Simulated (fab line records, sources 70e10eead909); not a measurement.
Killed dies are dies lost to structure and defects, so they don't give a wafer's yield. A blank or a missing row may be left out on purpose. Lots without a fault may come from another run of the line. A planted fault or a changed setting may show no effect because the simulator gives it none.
fab line records | flow nand_harc
record lots=24 wafers=72 last_day=25
route steps=1159 shown A_STAIRCASE@676 A_SGD_CUT@758 A_SLIT@779
lots that met no fault: from a run of the same line without faults
start_h: hours from the record's first day to the start of the lot's first wafer shown | wait_h: hours since the lot's step before | " the same as in the row above | L1.1+2: a row that stands for several wafers | - no value, or no start given | * or withheld: withheld | < > ~ a bound
route shown NAME@n: a module of which the file shows steps, and the number in the route of the first | usual: mean/standard deviation of fault-free wafers | same: alike in all rows | chamber/n: place in a boat | sites: the reading at each site | _std_site: their standard deviation | _edge_site: outer sites' mean less inner sites' | radius_mm: how far each site lies from the wafer's centre | mask NAME#n: copy n | behind: the tool/chamber that last shaped the wafer | hold: why the lot was held/for how many hours/how that ended | device: the transistor (n, p or np) that didn't switch | end of line: the same wafers' tests at the end of the route | a step without rows: its recipe alone | killed: dies lost to structure and defects at the first sort, not the wafer's yield | map: a wafer's dies, x killed, . not, _ none there
set.NAME: the setting as run; set.NAME@STEP: as run at that earlier step | model.NAME: the simulator's own value behind a step, which no gauge read
steps of the route over a sample of lots; a table a step, a row a wafer
services: from which hour (start_h, from the record's first day; less than 0 if before it) a tool's chamber was out of use, for how many hours, and why
## steps
# step NHARC_A_STAIRCASE_DEP_301
# recipe target_thk_a=300 target_thk_nm=30 temp_c=400 pressure_torr=3.5 flow_sccm=200 rf_w=350 material=SiON
# usual heater_power_w=742/83
# columns lot.wafer tool chamber start_h wait_h heater_power_w
L075.1 pecvd-04 1 266.49 1.6 700
L075.6 " 0 " " 778
L075.4 " 1 " " 701
L074.2 pecvd-04 0 267.74 1.3 771
L074.1 " 1 " " 728
L074.5 " 0 " " 797
L076.3 pecvd-04 2 269.64 1.0 836
L076.5 " 0 " " 757
L076.4 " 1 " " 698
L077.6 pecvd-01 0 275.39 0.1 591
L077.4 " 1 " " 855
L077.5 " 2 " " 801
L079.1 pecvd-04 1 281.67 1.6 707
L079.4 " 1 " " 731
L079.5 " 2 " " 867
L078.1 pecvd-04 1 283.52 1.6 605
L078.3 " 2 " " 816
L078.4 " 1 " " 624
L080.3 pecvd-04 0 295.14 0.9 739
L080.1 " 1 " " 707
L080.4 " 0 " " 747
L081.3 pecvd-04 1 297.01 1.0 729
L081.1 " 2 " " 806
L081.6 " 0 " " 687
L082.2 pecvd-01 0 313.87 1.3 698
L082.1 " 2 " " 756
L082.4 " 0 " " 705
L083.2 pecvd-04 0 314.08 1.3 735
L083.1 " 2 " " 857
L083.4 " 0 " " 724
L085.1 pecvd-03 1 314.15 1.6 765
L085.5 " 1 " " 776
L085.4 " 2 " " 721
L084.4 pecvd-03 0 316.01 0.7 541
L084.6 " 1 " " 819
L084.5 " 2 " " 697
L086.3 pecvd-01 0 329.06 0.9 620
L086.1 " 1 " " 831
L086.5 " 0 " " 638
L088.1 pecvd-03 2 333.42 1.6 774
L088.3 " 0 " " 575
L088.5 " 2 " " 766
L087.1 pecvd-01 2 336.06 1.6 746
L087.5 " 0 " " 592
L087.6 " 2 " " 753
L090.3 pecvd-03 2 363.03 1.0 632
L090.1 " 1 " " 820
L090.6 " 1 " " 798
L091.5 pecvd-01 0 364.43 0.4 739
L091.4 " 1 " " 809
L091.6 " 2 " " 783
L089.1 pecvd-01 1 364.84 1.6 874
L089.2 " 2 " " 746
L089.6 " 2 " " 801
L092.2 pecvd-04 0 366.28 1.3 660
L092.3 " 1 " " 707
L092.1 " 2 " " 868
L093.3 pecvd-03 1 370.07 1.1 818
L093.2 " 2 " " 719
L093.6 " 2 " " 729
L094.2 pecvd-03 0 378.24 1.3 660
L094.5 " 2 " " 683
L094.4 " 1 " " 828
L097.3 pecvd-03 2 385.56 1.1 736
L097.6 " 2 " " 745
L097.4 " 0 " " 650
L095.3 pecvd-01 1 385.62 1.0 848
L095.6 " 0 " " 700
L095.5 " 2 " " 759
L096.1 pecvd-01 2 388.82 1.5 770
L096.2 " 0 " " 690
L096.3 " 1 " " 880
# step NHARC_A_SGD_CUT_CD_MEAS_09
# recipe target_cd_nm=100 landing_energy_ev=500
# usual cd_nm=100.4/0.88
# columns lot.wafer tool chamber start_h wait_h cd_nm
L074.1 cd_sem-01 0 314.46 - 99.8
L074.2 " 0 " " 101.4
L074.5 " 0 " " 100.4
L075.1 cd_sem-01 0 314.81 - 99.7
L075.4 " 0 " " 100.1
L075.6 " 0 " " 100.6
L076.3 cd_sem-01 0 323.86 - 99.7
L076.4 " 0 " " 100.8
L076.5 " 0 " " 99.5
L077.4 cd_sem-02 0 325.26 - 100.2
L077.5 " 0 " " 99.8
L077.6 " 0 " " 100.8
L079.1 cd_sem-01 0 330.00 - 99.8
L079.4 " 0 " " 100.1
L079.5 " 0 " " 99.5
L078.1 cd_sem-02 0 330.19 - 99.5
L078.3 " 0 " " 98.6
L078.4 " 0 " " 99.5
L081.1 cd_sem-01 0 345.20 - 101.9
L081.3 " 0 " " 101.9
L081.6 " 0 " " 100.6
L080.1 cd_sem-01 0 345.36 - 100.5
L080.3 " 0 " " 100.5
L080.4 " 0 " " 100.4
L082.1 cd_sem-01 0 362.88 - 100.5
L082.2 " 0 " " 100.8
L082.4 " 0 " " 99.3
L083.1 cd_sem-03 0 363.18 - 101.1
L083.2 " 0 " " 100.7
L083.4 " 0 " " 100.6
L084.4 cd_sem-02 0 365.15 - 99.7
L084.5 " 0 " " 100.6
L084.6 " 0 " " 99.5
L085.1 cd_sem-01 0 365.52 - 101.6
L085.4 " 0 " " 101.0
L085.5 " 0 " " 101.3
L086.1 cd_sem-01 0 374.93 - 100.5
L086.3 " 0 " " 101.3
L086.5 " 0 " " 102.2
L087.1 cd_sem-02 0 386.49 - 101.1
L087.5 " 0 " " 100.6
L087.6 " 0 " " 101.0
L088.1 cd_sem-01 0 386.66 - 100.9
L088.3 " 0 " " 100.6
L088.5 " 0 " " 101.1
L089.1 cd_sem-03 0 415.76 - 100.5
L089.2 " 0 " " 100.2
L089.6 " 0 " " 99.5
L090.1 cd_sem-01 0 416.09 - 99.7
L090.3 " 0 " " 100.8
L090.6 " 0 " " 100.3
L091.4 cd_sem-03 0 417.04 - 101.3
L091.5 " 0 " " 101.4
L091.6 " 0 " " 101.1
L092.1 cd_sem-03 0 418.83 - 100.6
L092.2 " 0 " " 100.9
L092.3 " 0 " " 101.2
L093.2 cd_sem-01 0 421.09 - 100.1
L093.3 " 0 " " 100.4
L093.6 " 0 " " 101.0
L094.2 cd_sem-03 0 427.55 - 99.1
L094.4 " 0 " " 99.9
L094.5 " 0 " " 99.3
L097.3 cd_sem-02 0 432.97 - 99.5
L097.4 " 0 " " 98.7
L097.6 " 0 " " 98.6
L095.3 cd_sem-02 0 433.12 - 101.6
L095.5 " 0 " " 101.9
L095.6 " 0 " " 100.9
L096.1 cd_sem-01 0 433.43 - 99.3
L096.2 " 0 " " 99.3
L096.3 " 0 " " 99.7
# step NHARC_A_SGD_CUT_ETCH_15
# recipe target_depth_a=750 time_s=64.3 ch3f_flow_sccm=50 o2_flow_sccm=30 ar_flow_sccm=200 rf_w=500 bias_w=100 chemistry=CH3F/O2
# usual drypump_motor_current_A=5.6/0.53 oes_product_au=0.958/0.021 rf_vpp_V=263.9/1.5 showerhead_plenum_p_Torr=2.46/0.084 throttle_valve_pct=20.663/0.0093
# columns lot.wafer tool chamber start_h wait_h drypump_motor_current_A oes_product_au rf_hours_counter_h rf_vpp_V showerhead_plenum_p_Torr throttle_valve_pct
L074.1 rie_diel-10 1 - - 4.7 0.948 7 264.6 2.54 20.662
L074.2 " 3 " " 5.9 0.956 9 263.7 2.52 20.654
L074.5 " 1 " " 4.7 0.950 - 265.4 2.54 20.664
L075.1 rie_diel-13 0 - - 5.6 0.936 3 266.3 2.53 20.665
L075.4 " 3 " " 5.3 0.943 - 263.5 2.47 20.661
L075.6 " 0 " " 5.6 0.937 - 264.4 2.53 20.649
L076.4 rie_diel-13 2 - - 5.8 0.952 4 260.7 2.30 20.664
L076.3 " 3 " " 5.3 0.970 4 263.8 2.47 20.653
L076.5 " 2 " " 5.8 0.948 - 262.7 2.30 20.670
L077.4 rie_diel-10 0 - - 5.9 0.975 - 262.9 2.41 20.672
L077.6 " 1 " " 4.7 0.962 - 266.9 2.54 20.657
L077.5 " 3 " " 5.9 0.962 - 264.2 2.52 20.664
L079.4 rie_diel-13 3 - - 5.3 0.945 4 264.0 2.47 20.651
L079.1 " 0 " " 5.6 0.948 5 264.6 2.53 20.658
L079.5 " 3 " " 5.3 0.952 - 264.6 2.47 20.666
L078.4 rie_diel-09 0 - - 5.5 0.977 10 266.9 2.56 20.657
L078.1 " 1 " " 5.9 0.974 10 263.8 2.49 20.670
L078.3 " 2 " " 5.9 0.965 8 261.3 2.30 20.675
L081.1 rie_diel-10 3 - - 5.9 0.960 12 265.2 2.52 20.640
L081.3 " 0 " " 5.9 0.984 12 263.6 2.41 20.665
L081.6 " 0 " " 6.0 0.988 - 262.8 2.41 20.679
L080.4 rie_diel-09 3 - - 4.8 0.987 9 263.7 2.47 20.663
L080.1 " 0 " " 5.5 0.998 11 266.4 2.56 20.662
L080.3 " 1 " " 5.9 0.969 11 264.4 2.48 20.666
L082.4 rie_diel-10 3 - - 5.9 0.965 0 263.9 2.52 20.663
L082.1 " 0 " " 5.9 0.963 0 262.5 2.41 20.659
L082.2 " 2 " " 6.7 0.952 0 264.2 2.52 20.648
L083.2 rie_diel-09 1 - - 5.9 0.969 13 264.4 2.48 20.650
L083.1 " 2 " " 5.9 0.972 12 263.0 2.30 20.677
L083.4 " 0 " " 5.4 0.968 13 265.0 2.56 20.662
L084.4 rie_diel-09 1 - - 5.9 0.989 14 264.7 2.48 20.672
L084.5 " 3 " " 4.9 0.968 - 263.9 2.47 20.666
L084.6 " 0 " " 5.5 1.007 - 265.6 2.56 20.671
L085.4 rie_diel-10 0 - - 5.9 0.968 1 263.2 2.41 20.667
L085.1 " 3 " " 5.9 0.966 0 263.9 2.52 20.643
L085.5 " 1 " " 4.7 0.961 - 266.4 2.54 20.677
L086.3 rie_diel-09 3 - - 4.9 0.981 13 263.7 2.46 20.668
L086.1 " 1 " " 5.9 0.964 15 262.9 2.48 20.670
L086.5 " 3 " " 4.9 0.976 - 265.0 2.46 20.674
L087.1 rie_diel-09 0 - - 5.5 0.941 16 267.0 2.56 20.665
L087.5 " 2 " " 5.9 0.933 - 261.4 2.30 20.666
L087.6 " 3 " " 4.9 0.918 - 264.8 2.46 20.655
L088.3 rie_diel-13 2 - - 5.8 0.942 10 261.3 2.30 20.651
L088.1 " 0 " " 5.6 0.952 10 265.1 2.53 20.669
L088.5 " 3 " " 5.3 0.946 - 264.3 2.46 20.671
L089.1 rie_diel-10 0 - - 5.9 0.945 4 262.3 2.41 20.655
L089.2 " 2 " " 6.7 0.933 4 264.3 2.51 20.656
L089.6 " 0 " " 5.9 0.947 - 263.6 2.41 20.673
L090.3 rie_diel-09 0 - - 5.5 0.977 19 267.0 2.56 20.649
L090.1 " 1 " " 5.9 0.951 19 264.6 2.48 20.654
L090.6 " 1 " " 5.9 0.955 - 265.0 2.48 20.656
L091.4 rie_diel-10 3 - - 5.9 0.966 5 264.3 2.52 20.660
L091.6 " 1 " " 4.7 0.922 - 264.7 2.54 20.671
L091.5 " 2 " " 6.7 0.943 - 264.2 2.51 20.670
L092.3 rie_diel-09 2 - - 5.9 0.977 18 261.7 2.30 20.662
L092.2 " 0 " " 5.4 0.988 19 266.4 2.56 20.657
L092.1 " 1 " " 5.9 0.958 20 263.9 2.48 20.649
L093.3 rie_diel-10 0 - - 5.9 0.985 5 264.8 2.41 20.644
L093.2 " 1 " " 4.7 0.940 5 265.3 2.54 20.663
L093.6 " 1 " " 4.7 0.952 - 265.4 2.54 20.667
L094.2 rie_diel-10 2 - - 6.7 0.975 6 264.8 2.51 20.684
L094.4 " 1 " " 4.7 0.930 6 264.6 2.54 20.663
L094.5 " 2 " " 6.7 0.963 - 264.4 2.51 20.667
L097.3 rie_diel-13 2 - - 5.8 0.916 14 262.2 2.30 20.662
L097.6 " 3 " " 5.3 0.920 - 262.7 2.46 20.656
L097.4 " 0 " " 5.5 0.915 - 265.1 2.53 20.665
L095.3 rie_diel-10 3 - - 5.9 0.983 6 264.2 2.52 20.648
L095.5 " 3 " " 5.9 0.981 - 265.4 2.52 20.668
L095.6 " 0 " " 5.9 0.983 - 262.5 2.41 20.669
L096.2 rie_diel-13 3 - - 5.3 0.929 14 264.6 2.46 20.660
L096.1 " 0 " " 5.5 0.921 14 265.3 2.53 20.680
L096.3 " 2 " " 5.8 0.927 15 261.0 2.30 20.665
# step NHARC_A_SGD_CUT_STRIP_17
# recipe o2_flow_sccm=500 ar_flow_sccm=0 bias_w=0 chemistry=O2
# usual drypump_motor_current_A=5.6/0.5 oes_product_au=0.999/0.014 rf_vpp_V=57.8/0.84 showerhead_plenum_p_Torr=3.54/0.11 throttle_valve_pct=17.037/0.0081
# columns lot.wafer tool chamber start_h wait_h drypump_motor_current_A oes_product_au rf_hours_counter_h rf_vpp_V showerhead_plenum_p_Torr throttle_valve_pct
L074.2 rie_diel-10 3 - - 5.9 0.992 10 58.0 3.62 17.025
L074.1 " 1 " " 4.7 0.987 7 59.4 3.64 17.018
L074.5 " 0 " " 6.0 1.005 - 59.1 3.47 17.043
L075.1 rie_diel-13 3 - - 5.3 0.980 3 58.3 3.54 17.041
L075.6 " 0 " " 5.5 0.982 - 58.4 3.63 17.037
L075.4 " 2 " " 5.8 0.986 - 58.8 3.31 17.042
L076.3 rie_diel-13 0 - - 5.6 0.989 4 57.0 3.63 17.034
L076.4 " 1 " " 5.7 1.008 4 58.7 3.49 17.061
L076.5 " 0 " " 5.5 0.980 - 57.3 3.63 17.020
L077.6 rie_diel-10 0 - - 5.9 1.012 - 56.5 3.46 17.034
L077.4 " 1 " " 4.7 0.998 - 58.6 3.64 17.039
L077.5 " 3 " " 5.9 1.004 - 58.0 3.62 17.033
L079.1 rie_diel-13 0 - - 5.6 0.981 5 57.8 3.63 17.037
L079.4 " 3 " " 5.3 0.985 4 56.3 3.54 17.051
L079.5 " 0 " " 5.6 0.978 - 57.0 3.63 17.043
L078.3 rie_diel-09 3 - - 4.9 1.007 8 58.0 3.54 17.035
L078.1 " 0 " " 5.5 1.013 10 58.1 3.67 17.045
L078.4 " 2 " " 6.0 1.019 8 57.7 3.31 17.042
L081.3 rie_diel-10 0 - - 5.9 1.035 12 58.0 3.46 17.025
L081.1 " 1 " " 4.7 0.993 10 57.4 3.64 17.030
L081.6 " 1 " " 4.7 0.984 - 57.5 3.64 17.038
L080.4 rie_diel-09 2 - - 5.9 1.015 10 57.9 3.31 17.045
L080.3 " 0 " " 5.4 1.017 11 58.3 3.67 17.029
L080.1 " 1 " " 5.9 1.003 11 57.7 3.56 17.036
L082.4 rie_diel-10 3 - - 5.9 0.996 0 58.2 3.62 17.032
L082.2 " 0 " " 6.0 1.001 0 56.8 3.46 17.040
L082.1 " 2 " " 6.7 0.986 0 57.4 3.61 17.042
L083.4 rie_diel-09 0 - - 5.4 1.011 14 57.2 3.67 17.039
L083.1 " 1 " " 5.9 1.012 14 59.1 3.56 17.034
L083.2 " 2 " " 6.0 1.021 12 57.5 3.31 17.049
L084.4 rie_diel-09 2 - - 5.9 1.011 12 57.8 3.31 17.038
L084.5 " 3 " " 4.9 1.001 - 57.9 3.54 17.025
L084.6 " 0 " " 5.5 1.022 - 58.3 3.67 17.049
L085.1 rie_diel-10 1 - - 4.7 0.987 1 57.2 3.64 17.024
L085.4 " 2 " " 6.7 0.992 1 57.9 3.61 17.033
L085.5 " 3 " " 5.9 0.992 - 58.3 3.62 17.030
L086.3 rie_diel-09 2 - - 5.9 1.010 13 58.2 3.31 17.026
L086.1 " 0 " " 5.4 1.016 15 59.8 3.67 17.023
L086.5 " 3 " " 4.9 0.997 - 58.8 3.54 17.030
L087.1 rie_diel-09 1 - - 5.9 0.995 17 56.8 3.56 17.032
L087.6 " 3 " " 4.9 0.996 - 58.3 3.54 17.041
L087.5 " 0 " " 5.4 1.016 - 58.6 3.67 17.043
L088.3 rie_diel-13 1 - - 5.6 1.011 10 57.6 3.49 17.038
L088.1 " 3 " " 5.3 0.994 10 57.2 3.54 17.032
L088.5 " 2 " " 5.9 0.989 - 57.8 3.31 17.025
L089.2 rie_diel-10 0 - - 6.0 1.013 4 58.6 3.46 17.039
L089.1 " 1 " " 4.7 0.975 4 57.0 3.64 17.034
L089.6 " 0 " " 5.9 1.014 - 58.1 3.46 17.040
L090.3 rie_diel-09 1 - - 5.9 0.993 19 57.1 3.56 17.040
L090.1 " 2 " " 5.9 1.021 17 56.8 3.31 17.036
L090.6 " 1 " " 5.9 1.003 - 57.9 3.56 17.021
L091.4 rie_diel-10 3 - - 5.9 0.989 5 58.7 3.62 17.037
L091.5 " 0 " " 5.9 1.006 - 57.6 3.46 17.035
L091.6 " 1 " " 4.7 0.966 - 58.4 3.64 17.038
L092.2 rie_diel-09 0 - - 5.4 1.002 19 57.6 3.67 17.039
L092.3 " 2 " " 6.0 1.012 18 56.5 3.31 17.030
L092.1 " 3 " " 4.9 1.002 18 58.2 3.53 17.045
L093.2 rie_diel-10 1 - - 4.7 0.975 5 58.4 3.64 17.029
L093.3 " 2 " " 6.7 0.982 5 57.9 3.60 17.043
L093.6 " 0 " " 5.9 1.011 - 58.5 3.46 17.032
L094.4 rie_diel-10 3 - - 5.9 1.005 6 58.0 3.61 17.038
L094.2 " 1 " " 4.7 0.973 6 56.1 3.64 17.038
L094.5 " 0 " " 5.9 1.021 - 55.7 3.46 17.043
L095.3 rie_diel-10 3 - - 5.9 1.005 6 56.2 3.61 17.031
L095.5 " 1 " " 4.7 0.967 - 57.8 3.64 17.040
L095.6 " 2 " " 6.7 0.983 - 58.8 3.60 17.045
L097.3 rie_diel-13 3 - - 5.3 0.993 14 57.3 3.53 17.041
L097.4 " 0 " " 5.6 0.988 - 58.0 3.62 17.023
L097.6 " 3 " " 5.3 0.982 - 58.1 3.53 17.027
L096.3 rie_diel-13 3 - - 5.3 0.993 14 57.5 3.53 17.035
L096.2 " 0 " " 5.6 0.984 14 57.5 3.62 17.025
L096.1 " 2 " " 5.8 0.997 15 56.9 3.31 17.027
# step NHARC_A_SGD_CUT_INSPECT_25
# usual raw_defect_count=325/82
# columns lot.wafer tool chamber start_h wait_h raw_defect_count
L074.1 defect_inspect-01 - 321.48 - 319
L074.2 " - " " 432
L074.5 " - " " 216
L075.1 defect_inspect-01 - 321.52 - 368
L075.4 " - " " 233
L075.6 " - " " 223
L077.4 defect_inspect-02 - 330.60 - 333
L077.5 " - " " 331
L077.6 " - " " 262
L076.3 defect_inspect-02 - 330.64 - 320
L076.4 " - " " 234
L076.5 " - " " 250
L079.1 defect_inspect-02 - 338.17 - 301
L079.4 " - " " 653
L079.5 " - " " 398
L078.1 defect_inspect-01 - 338.22 - 206
L078.3 " - " " 240
L078.4 " - " " 211
L081.1 defect_inspect-01 - 354.90 - 282
L081.3 " - " " 334
L081.6 " - " " 373
L080.1 defect_inspect-01 - 354.97 - 337
L080.3 " - " " 327
L080.4 " - " " 362
L082.1 defect_inspect-01 - 369.49 - 333
L082.2 " - " " 289
L082.4 " - " " 393
L083.1 defect_inspect-02 - 369.49 - 301
L083.2 " - " " 374
L083.4 " - " " 343
L084.4 defect_inspect-01 - 369.60 - 315
L084.5 " - " " 215
L084.6 " - " " 463
L085.1 defect_inspect-02 - 369.65 - 353
L085.4 " - " " 331
L085.5 " - " " 452
L086.1 defect_inspect-02 - 381.54 - 441
L086.3 " - " " 357
L086.5 " - " " 462
L088.1 defect_inspect-01 - 392.87 - 408
L088.3 " - " " 345
L088.5 " - " " 444
L087.1 defect_inspect-02 - 392.88 - 265
L087.5 " - " " 251
L087.6 " - " " 208
L091.4 defect_inspect-01 - 423.08 - 353
L091.5 " - " " 239
L091.6 " - " " 360
L089.1 defect_inspect-02 - 423.13 - 385
L089.2 " - " " 450
L089.6 " - " " 460
L090.1 defect_inspect-02 - 423.16 - 263
L090.3 " - " " 273
L090.6 " - " " 154
L092.1 defect_inspect-01 - 423.23 - 291
L092.2 " - " " 357
L092.3 " - " " 276
L093.2 defect_inspect-02 - 427.76 - 299
L093.3 " - " " 256
L093.6 " - " " 279
L094.2 defect_inspect-01 - 434.19 - 394
L094.4 " - " " 384
L094.5 " - " " 255
L095.3 defect_inspect-02 - 439.55 - 354
L095.5 " - " " 368
L095.6 " - " " 347
L097.3 defect_inspect-02 - 439.60 - 353
L097.4 " - " " 253
L097.6 " - " " 280
L096.1 defect_inspect-02 - 439.61 - 446
L096.2 " - " " 339
L096.3 " - " " 299
# step NHARC_A_SLIT_DEP_25
# recipe target_thk_a=2000 temp_c=400 pressure_torr=6.5 rf_w=900 teos_flow_sccm=161.4 flow_sccm=2650 target_thk_nm=200 gas=O2 material=SiO2
# usual heater_power_w=541/95 throttle_valve_pct=16.0/0.57
# columns lot.wafer tool chamber start_h wait_h heater_power_w throttle_valve_pct
L074.1 pecvd-01 2 321.55 0.1 590 16.6
L074.2 " 1 " " 569 15.1
L074.5 " 1 " " 578 15.2
L075.1 pecvd-03 2 321.84 0.3 466 15.5
L075.4 " 0 " " 412 16.5
L075.6 " 2 " " 482 15.9
L077.4 pecvd-03 0 330.79 0.2 363 16.7
L077.5 " 1 " " 501 16.6
L077.6 " 2 " " 559 15.8
L076.3 pecvd-02 2 330.84 0.2 695 16.1
L076.4 " 1 " " 454 16.7
L076.5 " 2 " " 537 16.1
L079.1 pecvd-03 0 338.24 0.1 433 16.6
L079.4 " 1 " " 553 16.2
L079.5 " 2 " " 559 15.6
L078.3 pecvd-01 0 338.29 0.1 472 15.7
L078.1 " 1 " " 573 14.9
L078.4 " 0 " " 482 15.6
L081.1 pecvd-03 0 354.97 0.1 444 16.4
L081.3 " 1 " " 565 16.3
L081.6 " 1 " " 569 16.8
L080.1 pecvd-02 2 355.04 0.1 659 16.6
L080.3 " 1 " " 453 16.2
L080.4 " 0 " " 608 15.0
L082.2 pecvd-02 0 369.56 0.1 634 15.1
L082.1 " 1 " " 361 16.6
L082.4 " 2 " " 599 16.3
L083.1 pecvd-03 0 369.56 0.1 412 16.5
L083.2 " 1 " " 598 16.6
L083.4 " 2 " " 579 15.9
L085.1 pecvd-01 0 369.85 0.2 485 16.1
L085.5 " 2 " " 572 16.3
L085.4 " 1 " " 543 15.1
L084.4 pecvd-02 2 369.90 0.3 586 16.5
L084.6 " 0 " " 701 15.2
L084.5 " 1 " " 455 16.3
L086.1 pecvd-01 1 381.61 0.1 596 15.4
L086.3 " 0 " " 414 16.2
L086.5 " 2 " " 549 16.6
L088.1 pecvd-01 2 392.94 0.1 572 16.5
L088.3 " 0 " " 475 15.7
L088.5 " 1 " " 652 15.4
L087.1 pecvd-02 0 392.99 0.1 744 15.2
L087.5 " 2 " " 585 16.5
L087.6 " 0 " " 734 15.2
L089.2 pecvd-02 0 423.20 0.1 630 15.3
L089.1 " 2 " " 601 16.3
L089.6 " 1 " " 439 16.4
L091.4 pecvd-03 2 423.26 0.2 544 15.8
L091.6 " 0 " " 445 16.7
L091.5 " 1 " " 597 16.8
L090.3 pecvd-03 1 423.38 0.2 617 16.7
L090.1 " 2 " " 572 16.1
L090.6 " 2 " " 454 16.0
L092.2 pecvd-02 0 423.43 0.2 719 15.0
L092.1 " 1 " " 439 16.6
L092.3 " 2 " " 623 16.3
L093.2 pecvd-02 0 427.83 0.1 596 15.3
L093.3 " 1 " " 438 16.5
L093.6 " 0 " " 626 15.3
L094.2 pecvd-01 0 434.30 0.1 452 16.0
L094.5 " 2 " " 523 15.8
L094.4 " 0 " " 452 15.5
L095.3 pecvd-02 2 439.66 0.1 555 16.5
L095.6 " 2 " " 580 16.4
L095.5 " 0 " " 714 15.3
L096.2 pecvd-03 2 439.69 0.1 587 15.9
L096.1 " 0 " " 446 16.9
L096.3 " 1 " " 507 16.7
L097.3 pecvd-01 1 439.75 0.1 597 15.3
L097.4 " 2 " " 588 16.0
L097.6 " 0 " " 437 15.7
## services
# columns tool chamber start_h hours kind
rie_diel-13 1 251.98 7.7 repair
rie_diel-09 - 254.10 9.0 pm
rie_diel-10 0 259.00 - clean
rie_diel-10 1 259.00 - clean
rie_diel-10 2 259.00 - clean
rie_diel-10 3 259.00 - clean
rie_diel-13 2 267.07 3.4 repair
pecvd-04 0 270.08 21.1 repair
rie_diel-13 - 276.01 9.0 pm
rie_diel-10 0 283.50 - clean
rie_diel-10 1 283.50 - clean
rie_diel-10 2 283.50 - clean
pecvd-03 - 292.48 13.0 pm
rie_diel-10 2 309.88 47.2 repair
rie_diel-13 1 314.74 4.5 repair
rie_diel-13 0 331.38 6.9 repair
pecvd-02 - 334.59 13.0 pm
rie_diel-09 - 350.58 1.1 repair
rie_diel-10 - 353.50 9.0 pm
pecvd-04 - 376.41 13.0 pm
rie_diel-10 1 397.67 4.3 repair
pecvd-01 - 418.50 13.0 pm
rie_diel-13 1 422.44 14.9 repair
rie_diel-09 - 431.10 9.0 pm
## key
fault none
